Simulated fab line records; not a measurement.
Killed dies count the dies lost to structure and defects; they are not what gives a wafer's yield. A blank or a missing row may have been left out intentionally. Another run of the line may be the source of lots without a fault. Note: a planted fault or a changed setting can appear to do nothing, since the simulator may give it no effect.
fab line records    flow n5_finfet
record: lots: 7  wafers: 18  last_day: 18
route steps=1938 shown PASSIVATION@1909
lots that met no fault: taken from a fault-free run of the same line
start_h: hours from the record's opening day to when the first of the lot's shown wafers began    wait_h: time in hours since the lot's previous step    " as in the row above    L1.1+2: one row covering several wafers at once    - no value, or no start given    * or withheld: withheld    < > ~ a bound
route shown NAME@n: a module of which the file shows steps, and the number in the route of the first    usual: average and standard deviation across the fault-free wafers    same: alike in all rows    chamber/n: place in a boat    sites: the reading at each site    _std_site: the standard deviation of these    _edge_site: outer sites' mean less inner sites'    radius_mm: for every site, how far away it sits from the centre of the wafer    mask NAME#n: copy n    behind: the tool/chamber that last shaped the wafer    hold: why the lot went on hold/how many hours it stayed there/how the hold came to an end    device: the n, p or np transistor that did not switch    end of line: the tests these same wafers got at the end of their route    where a step has no rows: the recipe by itself    killed: dies lost to structure and defects at the first sort, not the wafer's yield    map: dies across one wafer; x = killed, . = not, _ = none there
set.NAME: the setting the step ran with; set.NAME@STEP: the setting that earlier step ran with    model.NAME: the simulator's own value behind a step, which no gauge read
a table for each step, a row for each wafer; lots at some steps of the route
services: when a tool's chamber went out of use (start_h, in hours from the record's first day, below 0 if earlier), for how many hours, and the reason
== steps ==
step: N5_PASSIVATION_AL_ETCH_33
recipe: chemistry: Cl2/BCl3  target_depth_a: 28000  over_etch_frac: 0.15  Cl2_flow_sccm: 180  bcl3_flow_sccm: 60  target: Al  stop_on: TaN  time_s: 466.7  ion_energy_ev: 100  pressure_mtorr: 10  icp_w: 900  bias_w: 100
usual: drypump_motor_current_A: 5.8/0.37  oes_product_au: 0.72/0.089  rf_fwd_power_W: 898.2/2.8  throttle_valve_pct: 34.31/0.21
lot.wafer  tool          chamber  start_h  wait_h  drypump_motor_current_A  oes_product_au  rf_fwd_power_W  rf_hours_counter_h  throttle_valve_pct
L892.1     rie_metal-02  1        282.89   0.1     5.3                      0.74            899.9           25                  34.69
L892.3     "             1        "        "       5.3                      0.73            900.8           -                   34.70
L892.4     "             0        "        "       5.8                      0.61            898.5           -                   34.09
L889.1     rie_metal-03  1        283.10   0.2     5.7                      0.81            902.1           13                  34.38
L889.4     "             1        "        "       5.7                      0.81            894.8           -                   34.39
L889.6     "             1        "        "       5.7                      0.80            895.9           -                   34.41
L895.4     rie_metal-03  1        318.91   0.2     5.7                      0.78            905.2           -                   34.41
L895.5     "             0        "        "       6.2                      0.67            902.2           -                   34.47
L897.3     rie_metal-02  0        323.54   0.2     5.8                      0.60            901.4           -                   34.15
L897.4     "             1        "        "       5.3                      0.73            896.7           -                   34.69
L898.3     rie_metal-03  0        332.12   0.2     6.2                      0.68            897.1           -                   34.43
L898.4     "             1        "        "       5.7                      0.78            895.7           -                   34.42
L909.1     rie_metal-03  0        400.01   0.1     6.2                      0.66            894.6           56                  34.45
L909.3     "             1        "        "       5.8                      0.76            897.0           -                   34.40
L909.6     "             1        "        "       5.8                      0.77            900.3           -                   34.39
L911.1     rie_metal-02  0        417.91   0.1     5.8                      0.58            900.0           101                 34.17
L911.4     "             0        "        "       5.8                      0.58            899.6           -                   34.19
L911.5     "             0        "        "       5.8                      0.58            896.5           -                   34.19
step: N5_PASSIVATION_ETCH_59
recipe: chemistry: Cl2/BCl3  target: TaN  target_depth_a: 650  time_s: 34.9  ion_energy_ev: 100  pressure_mtorr: 10  icp_w: 900  bias_w: 100  Cl2_flow_sccm: 60  bcl3_flow_sccm: 30
usual: drypump_motor_current_A: 5.7/0.37  oes_product_au: 0.79/0.091  rf_fwd_power_W: 894.2/2.8  throttle_valve_pct: 21.14/0.19
lot.wafer  tool          chamber  start_h  wait_h  drypump_motor_current_A  oes_product_au  rf_fwd_power_W  rf_hours_counter_h  throttle_valve_pct
L892.1     rie_metal-02  1        283.29   0.3     5.2                      0.82            893.4           25                  21.36
L892.3     "             1        "        "       5.3                      0.81            892.4           -                   21.39
L892.4     "             0        "        "       5.8                      0.68            894.6           -                   20.99
L889.1     rie_metal-03  1        283.90   0.7     5.7                      0.87            895.7           14                  21.32
L889.4     "             1        "        "       5.7                      0.88            895.9           -                   21.32
L889.6     "             1        "        "       5.7                      0.88            894.8           -                   21.31
L895.4     rie_metal-03  1        319.21   0.2     5.7                      0.87            891.6           -                   21.31
L895.5     "             0        "        "       6.2                      0.77            896.1           -                   21.26
L897.3     rie_metal-02  0        323.83   0.2     5.8                      0.68            896.7           -                   21.01
L897.4     "             1        "        "       5.2                      0.79            898.2           -                   21.40
L898.3     rie_metal-03  0        332.42   0.2     6.2                      0.75            890.3           -                   21.27
L898.4     "             1        "        "       5.7                      0.85            891.8           -                   21.34
L909.1     rie_metal-03  0        400.41   0.3     6.2                      0.73            893.2           57                  21.30
L909.3     "             1        "        "       5.7                      0.83            895.3           -                   21.35
L909.6     "             1        "        "       5.7                      0.82            893.4           -                   21.34
L911.1     rie_metal-02  0        418.72   0.7     5.8                      0.66            895.0           102                 21.02
L911.4     "             0        "        "       5.8                      0.65            893.5           -                   21.03
L911.5     "             0        "        "       5.8                      0.66            892.0           -                   21.01
step: N5_PASSIVATION_STRIP_34
recipe: chemistry: O2  power_w: 600  temp_c: 60  pressure_mtorr: 30  rf_frequency_hz: 6e+07  bias_power_w: 0  overash_fraction: 2  o2_flow_sccm: 225
usual: drypump_motor_current_A: 5.7/0.53  oes_product_au: 0.82/0.066  rf_vpp_V: 3.7/1.6  showerhead_plenum_p_Torr: 2.10/0.078  throttle_valve_pct: 16.59/0.23
lot.wafer  tool         chamber  start_h  wait_h  drypump_motor_current_A  oes_product_au  rf_hours_counter_h  rf_vpp_V  showerhead_plenum_p_Torr  throttle_valve_pct
L892.1     rie_diel-01  2        283.52   0.2     5.1                      0.92            36                  1.5       2.05                      16.28
L892.3     "            1        "        "       6.7                      0.88            42                  3.6       2.04                      16.69
L892.4     "            0        "        "       6.0                      0.75            157                 2.1       2.08                      16.61
L889.1     rie_diel-01  1        284.11   0.2     6.7                      0.87            43                  0.9       2.04                      16.73
L889.4     "            0        "        "       6.0                      0.74            157                 1.7       2.08                      16.61
L889.6     "            3        "        "       6.1                      0.86            -                   3.3       2.06                      16.79
L895.4     rie_diel-01  2        319.29   0.1     5.1                      0.90            51                  5.4       2.05                      16.27
L895.5     "            1        "        "       6.7                      0.86            -                   0.3       2.04                      16.72
L897.3     rie_diel-01  2        323.92   0.1     5.2                      0.90            53                  8.8       2.05                      16.21
L897.4     "            0        "        "       6.0                      0.75            171                 5.5       2.07                      16.65
L898.3     rie_diel-06  1        332.51   0.1     4.9                      0.73            172                 5.0       2.09                      16.52
L898.4     "            0        "        "       5.5                      0.87            54                  4.6       2.23                      16.56
L909.1     rie_diel-02  2        400.52   0.1     5.4                      0.81            91                  6.3       2.21                      16.71
L909.3     "            1        "        "       5.4                      0.85            53                  7.1       2.21                      16.40
L909.6     "            0        "        "       5.6                      0.92            -                   2.4       2.24                      16.51
L911.1     rie_diel-06  3        418.93   0.2     5.3                      0.81            101                 2.3       2.03                      16.34
L911.4     "            2        "        "       5.5                      0.75            138                 3.4       2.10                      17.04
L911.5     "            1        "        "       4.9                      0.74            -                   3.9       2.08                      16.61
step: N5_PASSIVATION_STRIP_51
recipe: chemistry: post_etch_residue_remover  time_s: 1200  temp_c: 72.5
step: N5_PASSIVATION_CLEAN_69
recipe: chemistry: IPA  time_s: 180  temp_c: 25
step: N5_PASSIVATION_SRD_70
recipe: dry: ipa_marangoni  time_s: 30  temp_c: 23  rinse_liquid: diw
step: N5_PASSIVATION_PECVD_53
recipe: material: SiO2  target_thk_a: 8000  temp_c: 400  precursor: TEOS/O2  pressure_torr: 6.5  rf_w: withheld  teos_flow_sccm: withheld  gas: O2  flow_sccm: 2650  time_s: 169.4
step: N5_PASSIVATION_PECVD_35
recipe: material: SiNx  target_thk_a: 7000  temp_c: 400  precursor: SiH4/NH3/N2  pressure_torr: 4.9  rf_w: 1406  time_s: 151.3
usual: heater_power_w: 404/59  rf_fwd_power_W: 1400/5  showerhead_plenum_p_Torr: 8.69/0.064  throttle_valve_pct: 29/3.1
lot.wafer  tool      chamber  start_h  wait_h  heater_power_w  rf_fwd_power_W  showerhead_plenum_p_Torr  since_wet_clean_h  throttle_valve_pct
L892.1     pecvd-02  2        284.13   0.1     422             1398            8.76                      415                30
L892.3     "         0        "        "       456             1398            8.63                      1169               32
L892.4     "         0        "        "       313             1409            8.60                      -                  32
L889.1     pecvd-01  1        284.78   0.1     450             1406            8.63                      1532               27
L889.4     "         1        "        "       480             1407            8.61                      -                  27
L889.6     "         2        "        "       414             1396            8.71                      -                  25
L895.4     pecvd-01  2        320.07   0.1     270             1401            8.71                      -                  25
L895.5     "         1        "        "       325             1396            8.63                      -                  27
L897.3     pecvd-01  2        324.74   0.1     335             1399            8.72                      -                  25
L897.4     "         1        "        "       417             1400            8.61                      -                  27
L898.3     pecvd-01  2        333.23   0.1     406             1402            8.71                      -                  25
L898.4     "         1        "        "       437             1398            8.63                      -                  28
L909.1     pecvd-01  2        401.14   0.1     357             1399            8.70                      170                25
L909.3     "         1        "        "       385             1400            8.64                      1649               28
L909.6     "         0        "        "       498             1404            8.79                      -                  32
L911.1     pecvd-01  2        419.54   0.1     360             1402            8.71                      188                25
L911.4     "         1        "        "       425             1406            8.62                      -                  28
L911.5     "         2        "        "       388             1404            8.71                      -                  25
step: N5_PASSIVATION_HMDS_37
recipe: time_s: 60  temp_c: 120
step: N5_PASSIVATION_COAT_38
recipe: spin_rpm: 3000  resist_thk_nm: withheld
step: N5_PASSIVATION_EBR_40
recipe: solvent: PGMEA  ebr_width_mm: 1.5
step: N5_PASSIVATION_SOFTBAKE_39
recipe: temp_c: 110  time_s: 120
step: N5_PASSIVATION_EXPOSE_41
recipe: mask_id: PASS_OPEN  na: 0.55  defocus_nm: 0  source_shape: conventional  sigma_outer: 0.8  polarization: unpolarized  target_cd_nm: 40000  dose_mj: 57.25
lot.wafer   tool            chamber  start_h  wait_h  mask
L892.1+3+4  krf_scanner-01  0        284.51   -       PASS_OPEN#0
L889.1+4+6  krf_scanner-02  0        285.21   -       PASS_OPEN#0
L895.4+5    krf_scanner-01  0        320.47   -       PASS_OPEN#0
L897.3+4    krf_scanner-01  0        325.01   -       PASS_OPEN#0
L898.3+4    krf_scanner-01  0        333.50   -       PASS_OPEN#0
L909.1+3+6  krf_scanner-02  0        401.39   -       PASS_OPEN#0
L911.1+4+5  krf_scanner-01  0        419.94   -       PASS_OPEN#0
step: N5_PASSIVATION_PEB_42
recipe: peb_temp_c: withheld  peb_time_s: *
step: N5_PASSIVATION_DEVELOP_43
recipe: develop_time_s: 60  rinse_liquid: diw  dry: air_spin  dev_temp_c: 21
step: N5_PASSIVATION_HARDBAKE_45
recipe: temp_c: 130  time_s: 120
step: N5_PASSIVATION_CD_MEAS_44
recipe: target_cd_nm: 40000  landing_energy_ev: 500  detector: se_inlens
usual: cd_nm: 40002/3.7
lot.wafer  tool       chamber  start_h  wait_h  cd_nm
L892.1     cd_sem-01  0        284.69   -       40001
L892.3     "          0        "        "       40006
L892.4     "          0        "        "       39999
L889.1     cd_sem-03  0        285.39   -       40003
L889.4     "          0        "        "       40003
L889.6     "          0        "        "       39998
L895.4     cd_sem-01  0        320.63   -       40004
L895.5     "          0        "        "       40082
L897.3     cd_sem-02  0        325.18   -       40073
L897.4     "          0        "        "       40008
L898.3     cd_sem-02  0        333.66   -       40070
L898.4     "          0        "        "       40000
L909.1     cd_sem-01  0        401.57   -       39997
L909.3     "          0        "        "       39999
L909.6     "          0        "        "       40001
L911.1     cd_sem-01  0        420.12   -       40009
L911.4     "          0        "        "       40009
L911.5     "          0        "        "       40005
step: N5_PASSIVATION_OVL_MEAS_66
recipe: points_per_wafer: 44
usual: PASS_OPEN_OVL: -5/6.7
lot.wafer  tool        chamber  start_h  wait_h  PASS_OPEN_OVL[nm]
L892.1     overlay-01  0        284.72   0.0     1
L892.3     "           0        "        "       10
L892.4     "           0        "        "       -5
L889.1     overlay-01  0        285.42   0.0     0
L889.4     "           0        "        "       -9
L889.6     "           0        "        "       -8
L895.4     overlay-02  0        320.66   0.0     -8
L895.5     "           0        "        "       -11
L897.3     overlay-02  0        325.20   0.0     -10
L897.4     "           0        "        "       -7
L898.3     overlay-01  0        333.69   0.0     3
L898.4     "           0        "        "       -6
L909.1     overlay-02  0        401.62   0.0     -11
L909.3     "           0        "        "       -8
L909.6     "           0        "        "       0
L911.1     overlay-02  0        420.15   0.0     4
L911.4     "           0        "        "       -1
L911.5     "           0        "        "       8
== services ==
tool            chamber  start_h  hours  kind
krf_scanner-02  -        259.11   0.8    pm
krf_scanner-01  -        259.68   0.8    repair
rie_metal-03    0        260.76   36.1   repair
rie_diel-02     0        262.90   4.5    repair
pecvd-01        0        272.18   70.1   repair
rie_diel-02     3        287.94   -      clean
rie_diel-02     3        287.94   -      consumable_replace:focus_ring
rie_diel-02     3        287.94   -      consumable_replace:showerhead
rie_diel-02     3        287.94   28.8   scheduled_down
rie_metal-02    1        294.58   2.0    repair
rie_metal-02    -        299.12   14.6   pm
krf_scanner-02  -        308.54   1.3    pm
rie_diel-06     0        323.70   2.2    repair
rie_metal-02    1        325.37   6.3    repair
pecvd-02        -        326.81   1.8    repair
krf_scanner-01  -        361.51   1.0    pm
krf_scanner-02  -        367.03   1.0    pm
krf_scanner-01  -        379.92   1.3    pm
krf_scanner-02  -        382.00   2.3    repair
krf_scanner-01  -        384.26   0.8    pm
rie_metal-02    1        396.90   33.4   repair
pecvd-01        1        403.15   5.5    scheduled_down
krf_scanner-01  -        408.29   0.6    repair
krf_scanner-02  0        411.38   -      calibration
== key ==
first_sign: step: N5_PASSIVATION_CD_MEAS_44  reading: cd_nm  direction: up  sigmas: 18  usual: 40002  struck: 40075
effect none on later readings
met_at N5_PASSIVATION_EXPOSE_41
struck_wafers L895.5,L897.3,L898.3
onset_between 284.51 320.47
fault: kind: process_parameter_drift  tool: krf_scanner-01  chamber: -  onset_h: 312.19  steps: N5_PASSIVATION_EXPOSE_41  channel: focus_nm  offset: 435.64  shape: step  end_h: 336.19  scope: struck_wafers_only
